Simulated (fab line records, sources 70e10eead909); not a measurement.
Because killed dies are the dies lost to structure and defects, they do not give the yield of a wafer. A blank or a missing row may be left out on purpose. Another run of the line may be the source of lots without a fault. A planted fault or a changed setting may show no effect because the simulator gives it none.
fab line records -- flow nandHarc
[record] lots = 11, wafers = 31, lastDay = 27
route steps=1159 shown A_CONTACT@874 END@1159
lots untouched by any fault: they come from a run of this same line in which no faults occurred
startH: hours from the record's first day to the start of the lot's first wafer shown -- waitH: hours since the lot's step before -- " identical to the entry in the row above -- L1.1+2: a row that stands for several wafers -- - either no value or no given start -- * or withheld: withheld -- < > ~ a bound
route shown NAME@n: NAME is a module with steps in the file, n the number in the route of the first one -- usual: the fault-free wafers' mean and standard deviation -- same: alike in all rows -- chamber/n: place in a boat -- sites: the reading at each site -- _std_site: the standard deviation of these -- _edge_site: the outer-site mean with the inner-site mean subtracted -- radiusMm: for every site, how far away it sits from the centre of the wafer -- mask NAME#n: copy n -- behind: the last tool/chamber to shape the wafer -- hold: why the lot was held/for how many hours/how that ended -- device: whichever transistor did not switch (one of n, p or np) -- end of line: tests run on the same wafers once the route is complete -- step lacking rows: just its recipe -- killed: the dies lost at the first sort to structure and to defects; this is not the yield of the wafer -- map: dies across one wafer; x = killed, . = not, _ = none there
set.NAME: the setting that was run; set.NAME@STEP: the one run at that earlier step -- model.NAME: the simulator's own value behind a step, which no gauge read
steps of the route over a sample of lots; a table a step, a row a wafer
services: from which hour (startH, from the record's first day; less than 0 if before it) a tool's chamber was out of use, for how many hours, and why
[[steps]]
[step NHARC_A_CONTACT_ETCH_123]
[recipe] sourceW = withheld, pressureMtorr = 20, biasV = 400, timeS = 253, targetDepthA = 10900, arFlowSccm = withheld, c4f8FlowSccm = 11.5, o2FlowSccm = 7.2, chemistry = C4F8/O2/Ar
lot.wafer,tool,chamber,startH,waitH,rfHoursCounterH
L383.1,harCapEtch-03,1,379.85,0.1,84
L383.5,harCapEtch-03,1,379.85,0.1,-
L383.6,harCapEtch-03,0,379.85,0.1,-
L385.1,harCapEtch-02,0,415.36,0.1,12
L385.3,harCapEtch-02,1,415.36,0.1,-
L385.4,harCapEtch-02,0,415.36,0.1,-
L388.4,harCapEtch-01,0,427.55,0.2,-
L388.6,harCapEtch-01,1,427.55,0.2,-
L388.5,harCapEtch-01,0,427.55,0.2,-
L397.2,harCapEtch-01,0,477.61,0.1,64
L397.6,harCapEtch-01,1,477.61,0.1,-
L397.5,harCapEtch-01,0,477.61,0.1,-
L394.6,harCapEtch-02,0,482.75,0.2,-
L390.2,harCapEtch-02,0,493.94,0.1,21
L390.3,harCapEtch-02,0,493.94,0.1,-
L390.4,harCapEtch-02,1,493.94,0.1,-
L398.2,harCapEtch-03,0,507.74,0.1,100
L398.3,harCapEtch-03,0,507.74,0.1,-
L398.6,harCapEtch-03,1,507.74,0.1,-
L400.1,harCapEtch-01,0,508.68,0.1,70
L400.3,harCapEtch-01,0,508.68,0.1,-
L400.4,harCapEtch-01,1,508.68,0.1,-
L401.2,harCapEtch-03,1,514.93,0.1,102
L401.6,harCapEtch-03,0,514.93,0.1,-
L401.5,harCapEtch-03,1,514.93,0.1,-
L405.2,harCapEtch-01,0,545.46,0.1,78
L405.5,harCapEtch-01,0,545.46,0.1,-
L405.6,harCapEtch-01,1,545.46,0.1,-
L404.1,harCapEtch-02,0,554.97,0.1,39
L404.2,harCapEtch-02,1,554.97,0.1,39
L404.6,harCapEtch-02,1,554.97,0.1,-
[step NHARC_A_CONTACT_ETCH_96]
[recipe] targetDepthA = 200, overEtchFrac = 0.5, timeS = 10, ionEnergyEv = 250, c4f6FlowSccm = 25, o2FlowSccm = 20, arFlowSccm = 500, rfW = 600, biasW = 500, chemistry = C4F6/O2
[usual] drypumpMotorCurrentA = 5.6/0.33, mfcArSccm = 500.5/1.6, oesProductAu = 0.974/0.026, rfVppV = 545.2/2.9, showerheadPlenumPTorr = 3.85/0.13, throttleValvePct = 26.902/0.0093
lot.wafer,tool,chamber,startH,waitH,drypumpMotorCurrentA,mfcArSccm,oesProductAu,rfHoursCounterH,rfVppV,showerheadPlenumPTorr,throttleValvePct
L383.1,rieDiel-04,3,-,-,5.0,500.0,0.942,16,547.3,3.93,26.890
L383.6,rieDiel-04,3,-,-,5.0,502.5,0.944,-,547.9,3.93,26.891
L383.5,rieDiel-04,0,-,-,5.6,502.7,0.938,-,541.6,3.69,26.898
L385.3,rieDiel-11,1,-,-,5.7,498.4,0.959,14,547.6,3.94,26.906
L385.4,rieDiel-11,2,-,-,5.8,497.9,0.953,13,543.3,3.82,26.897
L385.1,rieDiel-11,3,-,-,5.7,500.8,0.945,14,543.5,3.82,26.910
L388.4,rieDiel-11,2,-,-,5.8,500.6,1.004,17,544.8,3.82,26.900
L388.6,rieDiel-11,1,-,-,5.7,499.9,1.001,-,547.2,3.94,26.906
L388.5,rieDiel-11,2,-,-,5.8,498.2,1.006,-,544.8,3.82,26.899
L397.2,rieDiel-04,0,-,-,5.6,500.9,0.958,1,541.2,3.69,26.908
L397.6,rieDiel-04,1,-,-,5.9,499.2,0.956,-,548.7,3.89,26.889
L397.5,rieDiel-04,2,-,-,5.6,497.2,0.964,-,544.7,3.86,26.917
L394.6,rieDiel-13,0,-,-,5.5,499.8,1.007,-,548.2,3.96,26.890
L390.4,rieDiel-11,0,-,-,5.5,498.4,0.998,38,542.6,3.67,26.910
L390.2,rieDiel-11,1,-,-,5.7,500.1,0.997,38,546.6,3.93,26.892
L390.3,rieDiel-11,2,-,-,5.8,500.7,1.008,39,544.1,3.81,26.892
L398.3,rieDiel-04,1,-,-,5.9,501.2,0.990,4,545.7,3.89,26.882
L398.2,rieDiel-04,3,-,-,5.0,501.9,0.993,8,547.0,3.92,26.890
L398.6,rieDiel-04,1,-,-,5.8,498.8,0.996,-,545.5,3.89,26.902
L400.1,rieDiel-11,3,-,-,5.7,503.3,0.942,43,544.0,3.80,26.885
L400.3,rieDiel-11,1,-,-,5.7,500.1,0.948,43,547.0,3.92,26.905
L400.4,rieDiel-11,2,-,-,5.8,501.6,0.944,44,545.4,3.81,26.892
L401.2,rieDiel-11,2,-,-,5.8,501.1,0.969,48,543.5,3.80,26.894
L401.5,rieDiel-11,1,-,-,5.7,500.0,0.962,-,546.3,3.92,26.910
L401.6,rieDiel-11,2,-,-,5.8,500.9,0.960,-,543.0,3.80,26.899
L405.2,rieDiel-04,1,-,-,5.9,499.4,0.994,13,546.2,3.88,26.903
L405.6,rieDiel-04,0,-,-,5.6,498.4,0.997,-,541.4,3.68,26.927
L405.5,rieDiel-04,1,-,-,5.9,499.1,1.000,-,546.9,3.88,26.906
L404.2,rieDiel-11,0,-,-,5.5,501.4,1.005,0,551.5,4.23,26.897
L404.1,rieDiel-11,1,-,-,5.7,500.4,1.006,0,544.8,3.92,26.883
L404.6,rieDiel-11,1,-,-,5.7,502.6,1.009,-,545.2,3.92,26.888
[step NHARC_A_CONTACT_DESCUM_74]
[recipe] timeS = 3, o2FlowSccm = 200, arFlowSccm = 0, biasPowerW = 0, chemistry = O2
[usual] drypumpMotorCurrentA = 5.6/0.4, mfcArSccm = 0.012/0.011, oesProductAu = 1.000/0.0083, rfVppV = 57.6/0.8, showerheadPlenumPTorr = 1.88/0.076, throttleValvePct = 11.311/0.009
lot.wafer,tool,chamber,startH,waitH,hold,drypumpMotorCurrentA,mfcArSccm,oesProductAu,rfHoursCounterH,rfVppV,showerheadPlenumPTorr,throttleValvePct
L383.1,rieDiel-04,0,384.30,0.1,-,5.6,0.027,0.997,16,58.0,1.79,11.292
L383.6,rieDiel-04,2,384.30,0.1,-,5.6,0.019,1.009,-,57.9,1.88,11.297
L383.5,rieDiel-04,3,384.30,0.1,-,5.0,0.004,0.990,-,57.5,1.92,11.317
L385.3,rieDiel-13,2,420.17,0.1,-,5.7,0,1.007,48,57.3,1.78,11.309
L385.1,rieDiel-13,3,420.17,0.1,-,6.5,0,1.004,47,58.1,2.06,11.324
L385.4,rieDiel-13,0,420.17,0.1,-,5.4,0,1.010,47,57.5,1.94,11.310
L388.4,rieDiel-13,2,431.80,0.1,-,5.7,0,0.995,52,56.8,1.78,11.301
L388.5,rieDiel-13,1,431.80,0.1,-,5.3,0.027,1.000,-,56.9,1.85,11.321
L388.6,rieDiel-13,2,431.80,0.1,-,5.7,0,1.005,-,56.9,1.78,11.312
L397.2,rieDiel-13,2,487.87,0.1,-,5.7,0,1.013,14,57.1,1.78,11.310
L397.5,rieDiel-13,0,487.87,0.1,-,5.4,0,1.004,-,57.2,1.93,11.313
L397.6,rieDiel-13,1,487.87,0.1,-,5.3,0.027,1.005,-,57.4,1.84,11.293
L394.6,rieDiel-13,3,501.33,4.5,awaitDispo/4.4h/release,6.5,0,1.004,-,58.6,2.05,11.285
L390.3,rieDiel-13,3,512.51,6.4,awaitDispo/6.3h/release,6.5,0,0.988,19,57.5,2.05,11.312
L390.4,rieDiel-13,0,512.51,6.4,awaitDispo/6.3h/release,5.4,0,0.997,11,56.0,1.93,11.316
L390.2,rieDiel-13,2,512.51,6.4,awaitDispo/6.3h/release,5.7,0,0.990,19,56.0,1.78,11.311
L398.2,rieDiel-13,3,516.01,0.1,-,6.5,0,0.993,23,58.7,2.05,11.298
L398.3,rieDiel-13,0,516.01,0.1,-,5.4,0,1.005,16,58.2,1.93,11.304
L398.6,rieDiel-13,3,516.01,0.1,-,6.5,0,0.999,-,58.4,2.05,11.299
L400.4,rieDiel-04,0,518.15,0.1,-,5.6,0.027,0.996,11,57.6,1.78,11.309
L400.3,rieDiel-04,1,518.15,0.1,-,5.8,0.016,1.002,7,58.1,1.89,11.313
L400.1,rieDiel-04,2,518.15,0.1,-,5.6,0.019,1.007,9,58.4,1.88,11.320
L401.2,rieDiel-04,1,520.28,0.1,-,5.9,0.016,0.987,7,56.0,1.89,11.298
L401.5,rieDiel-04,2,520.28,0.1,-,5.6,0.019,0.998,-,58.5,1.88,11.301
L401.6,rieDiel-04,3,520.28,0.1,-,4.9,0.004,1.004,-,58.4,1.91,11.324
L405.2,rieDiel-04,1,550.89,0.1,-,5.9,0.016,0.995,14,58.0,1.89,11.306
L405.6,rieDiel-04,3,550.89,0.1,-,4.9,0.004,0.992,-,56.1,1.91,11.305
L405.5,rieDiel-04,0,550.89,0.1,-,5.5,0.027,0.995,-,57.4,1.78,11.324
L404.2,rieDiel-04,1,560.26,0.3,-,5.9,0.016,0.994,18,58.3,1.89,11.300
L404.1,rieDiel-04,0,560.26,0.3,-,5.6,0.027,1.003,21,58.0,1.78,11.330
L404.6,rieDiel-04,1,560.26,0.3,-,5.9,0.016,0.995,-,57.1,1.89,11.316
[step NHARC_A_CONTACT_ETCH_78]
[recipe] targetDepthA = 28000, overEtchFrac = 0.3, timeS = 728, ionEnergyEv = 150, o2FlowSccm = 400, cosFlowSccm = 20, arFlowSccm = 0, rfW = 500, biasW = 300, chemistry = O2/COS
[usual] drypumpMotorCurrentA = 5.6/0.39, mfcArSccm = 0.012/0.011, oesProductAu = 0.999/0.0069, rfVppV = 313.3/1.7, showerheadPlenumPTorr = 3.07/0.11, throttleValvePct = 28.328/0.0087
lot.wafer,tool,chamber,startH,waitH,drypumpMotorCurrentA,mfcArSccm,oesProductAu,rfHoursCounterH,rfVppV,showerheadPlenumPTorr,throttleValvePct
L383.1,rieDiel-04,0,-,-,5.6,0.027,0.998,16,311.0,2.93,28.342
L383.6,rieDiel-04,0,-,-,5.6,0.027,1.004,-,312.4,2.93,28.333
L383.5,rieDiel-04,1,-,-,5.8,0.016,1.003,-,313.0,3.10,28.335
L385.1,rieDiel-13,3,-,-,6.5,0,0.998,47,316.6,3.35,28.331
L385.4,rieDiel-13,0,-,-,5.4,0,1.014,47,314.4,3.16,28.332
L385.3,rieDiel-13,2,-,-,5.7,0,1.011,48,312.3,2.92,28.321
L388.4,rieDiel-13,0,-,-,5.5,0,1.012,52,313.5,3.16,28.330
L388.6,rieDiel-13,2,-,-,5.7,0,1.006,-,311.1,2.92,28.330
L388.5,rieDiel-13,3,-,-,6.5,0,1.009,-,316.9,3.35,28.329
L397.2,rieDiel-13,1,-,-,5.4,0.027,1.002,14,311.9,3.02,28.339
L397.6,rieDiel-13,1,-,-,5.3,0.027,1.004,-,313.7,3.02,28.336
L397.5,rieDiel-13,2,-,-,5.7,0,1.000,-,311.8,2.91,28.335
L394.6,rieDiel-13,1,-,-,5.3,0.027,1.013,-,312.4,3.02,28.344
L390.2,rieDiel-13,0,-,-,5.5,0,1.000,12,314.8,3.15,28.341
L390.4,rieDiel-13,1,-,-,5.4,0.027,0.987,18,312.6,3.01,28.335
L390.3,rieDiel-13,2,-,-,5.7,0,0.997,19,310.9,2.91,28.319
L398.2,rieDiel-13,0,-,-,5.4,0,0.992,16,314.8,3.15,28.325
L398.3,rieDiel-13,1,-,-,5.3,0.027,1.005,23,312.1,3.01,28.320
L398.6,rieDiel-13,0,-,-,5.4,0,1.000,-,315.1,3.15,28.334
L400.3,rieDiel-04,0,-,-,5.6,0.027,1.002,11,310.9,2.92,28.331
L400.1,rieDiel-04,1,-,-,5.9,0.016,0.988,7,313.9,3.09,28.323
L400.4,rieDiel-04,3,-,-,5.0,0.004,0.999,10,314.1,3.12,28.327
L401.2,rieDiel-04,1,-,-,5.8,0.016,0.990,8,313.1,3.09,28.325
L401.5,rieDiel-04,1,-,-,5.9,0.016,0.985,-,313.6,3.09,28.323
L401.6,rieDiel-04,2,-,-,5.7,0.019,1.003,-,312.8,3.07,28.337
L405.2,rieDiel-04,2,-,-,5.6,0.019,1.000,17,314.2,3.06,28.337
L405.5,rieDiel-04,3,-,-,5.0,0.004,0.996,-,315.2,3.12,28.320
L405.6,rieDiel-04,0,-,-,5.6,0.027,1.005,-,311.9,2.92,28.343
L404.1,rieDiel-04,1,-,-,5.9,0.016,1.003,18,313.8,3.08,28.330
L404.2,rieDiel-04,0,-,-,5.5,0.027,1.001,22,311.7,2.92,28.320
L404.6,rieDiel-04,1,-,-,5.9,0.016,0.988,-,313.7,3.08,28.309
[step NHARC_A_CONTACT_ETCH_127]
[recipe] sourceW = withheld, pressureMtorr = 20, biasV = 1200, timeS = 155, targetDepthA = 9560, arFlowSccm = withheld, c4f8FlowSccm = withheld, o2FlowSccm = withheld, chemistry = C4F8/O2/Ar
lot.wafer,tool,chamber,startH,waitH,rfHoursCounterH
L383.1,harCapEtch-03,1,385.98,0.1,85
L383.6,harCapEtch-03,0,385.98,0.1,-
L383.5,harCapEtch-03,1,385.98,0.1,-
L385.1,harCapEtch-02,1,421.77,0.1,13
L385.4,harCapEtch-02,1,421.77,0.1,-
L385.3,harCapEtch-02,0,421.77,0.1,-
L388.4,harCapEtch-03,0,433.52,0.1,-
L388.6,harCapEtch-03,0,433.52,0.1,-
L388.5,harCapEtch-03,1,433.52,0.1,-
L397.2,harCapEtch-01,0,489.62,0.1,66
L397.5,harCapEtch-01,1,489.62,0.1,-
L397.6,harCapEtch-01,0,489.62,0.1,-
L394.6,harCapEtch-02,0,502.98,0.1,-
L390.2,harCapEtch-02,0,514.75,0.3,24
L390.4,harCapEtch-02,1,514.75,0.3,-
L390.3,harCapEtch-02,0,514.75,0.3,-
L398.2,harCapEtch-03,0,517.69,0.1,103
L398.3,harCapEtch-03,1,517.69,0.1,-
L398.6,harCapEtch-03,0,517.69,0.1,-
L400.1,harCapEtch-01,0,519.78,0.1,73
L400.4,harCapEtch-01,1,519.78,0.1,-
L400.3,harCapEtch-01,0,519.78,0.1,-
L401.2,harCapEtch-03,1,521.89,0.1,104
L401.5,harCapEtch-03,0,521.89,0.1,-
L401.6,harCapEtch-03,1,521.89,0.1,-
L405.2,harCapEtch-02,1,552.57,0.1,37
L405.6,harCapEtch-02,1,552.57,0.1,-
L405.5,harCapEtch-02,0,552.57,0.1,-
L404.2,harCapEtch-02,1,561.95,0.1,43
L404.1,harCapEtch-02,0,561.95,0.1,43
L404.6,harCapEtch-02,1,561.95,0.1,-
[step NHARC_END_SORT_01]
[recipe] tempC = 25
[usual] killedAtArray = 28/11, killedAtOther = 0.9/1.2, killedAtPeriphery = 2.6/2.1, killedDies = 31/11, killedOpen = 3.1/1.7, killedShort = 1.9/1.3
[same] grossDies = 677
lot.wafer,tool,chamber,startH,waitH,killedAtArray,killedAtOther,killedAtPeriphery,killedDies,killedOpen,killedShort
L394.6,prober-01,0,576.51,4.0,92,0,3,95,4,1
L390.2,prober-02,0,587.14,2.8,74,3,4,81,5,1
L390.3,prober-02,0,587.94,3.1,74,1,2,77,2,1
L390.4,prober-02,0,588.75,3.4,16,3,1,20,5,4
// killed by level:class
L394.6 A_CONTACT:unspecified=58 A_CHANNEL_HOLE_D1:chamberFilmFlake=18 A_SLIT:chamberFilmFlake=10 A_CHANNEL_FILL_D1:geometricParticle:open=2 A_CHANNEL_FILL_D1:chamberFilmFlake=2 P_M0:geometricParticle:open=1 P_M1:geometricParticle:short=1 A_BLC:geometricParticle:open=1
L390.2 A_CONTACT:unspecified=59 A_CHANNEL_HOLE_D1:chamberFilmFlake=8 A_SGD_CUT:chamberFilmFlake=3 THIN_TSV:chamberFilmFlake=3 P_M1:geometricParticle:open=2 A_M0:geometricParticle:open=2 P_M0:geometricParticle:open=1 A_SOURCE_PLATE:geometricParticle:short=1
L390.3 A_CONTACT:unspecified=64 A_CHANNEL_HOLE_D1:chamberFilmFlake=3 A_STAIRCASE:chamberFilmFlake=3 A_CONTACT:chamberFilmFlake=2 P_M0:geometricParticle:open=1 P_M1:geometricParticle:open=1 A_CHANNEL_FILL_D1:geometricParticle:short=1 A_M0:chamberFilmFlake=1
L390.4 A_CHANNEL_HOLE_D1:chamberFilmFlake=7 THIN_TSV:chamberFilmFlake=3 A_M1:geometricParticle:open=2 P_CONTACT:geometricParticle:short=1 A_CHANNEL_FILL_D1:geometricParticle:open=1 A_WL_FILL:geometricParticle:short=1 A_WL_FILL:geometricParticle:open=1 A_CONTACT:geometricParticle:open=1
[[services]]
tool,chamber,startH,hours,kind
rieDiel-11,-,366.68,9.0,pm
rieDiel-04,0,371.54,-,clean
rieDiel-04,1,371.54,-,clean
rieDiel-04,2,371.54,-,clean
rieDiel-04,3,371.54,-,clean
rieDiel-13,2,394.58,8.5,repair
rieDiel-04,0,396.04,-,clean
rieDiel-04,1,396.04,-,clean
rieDiel-04,2,396.04,-,clean
rieDiel-04,3,396.04,-,clean
rieDiel-04,-,403.24,0.5,repair
harCapEtch-01,-,421.74,1.7,repair
rieDiel-04,0,442.08,2.6,repair
rieDiel-04,3,443.11,8.3,repair
rieDiel-04,3,451.85,2.1,repair
rieDiel-13,-,453.20,9.0,pm
rieDiel-04,-,465.98,9.0,pm
rieDiel-13,0,466.52,6.0,repair
rieDiel-04,1,479.75,6.5,repair
rieDiel-04,1,494.32,8.7,repair
rieDiel-11,1,517.78,3.9,repair
rieDiel-11,0,535.52,6.0,repair
harCapEtch-03,-,545.00,17.0,pm
rieDiel-11,-,546.17,9.0,pm
[[key]]
[firstSign] step = NHARC_END_SORT_01, reading = killedDies, direction = up, sigmas = 4.9, usual = 31, struck = 84
[effect] step = NHARC_END_SORT_01, reading = killedAtArray, direction = up, sigmas = 4.9, usual = 28, struck = 80
[moreKillsBornAt] NHARC_A_CONTACT_ETCH_123@harCapEtch-02 = 181
metAt NHARC_A_CONTACT_ETCH_123
struckLots L390,L394
struckWafers L390.2,L390.3,L394.6
testerLeftOut L390,L394
notActingAt NHARC_A_CONTACT_ETCH_96,NHARC_A_CONTACT_ETCH_78,NHARC_A_CONTACT_ETCH_127
onsetBetween 415.36 482.75
[fault] kind = chamberParticleSource, tool = harCapEtch-02, chamber = 0, onsetH = 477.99, steps = NHARC_A_CONTACT_ETCH_123, ratePerVisitCm2 = 0.49639, endH = 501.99
// testerLeftOut: of these lots the tester's yield and bins aren't shown, on N5 and GAA mostly nor the transistor test; their killed dies are dies lost to structure and defects alone, not to doping, threshold or leakage, so they don't give the yield
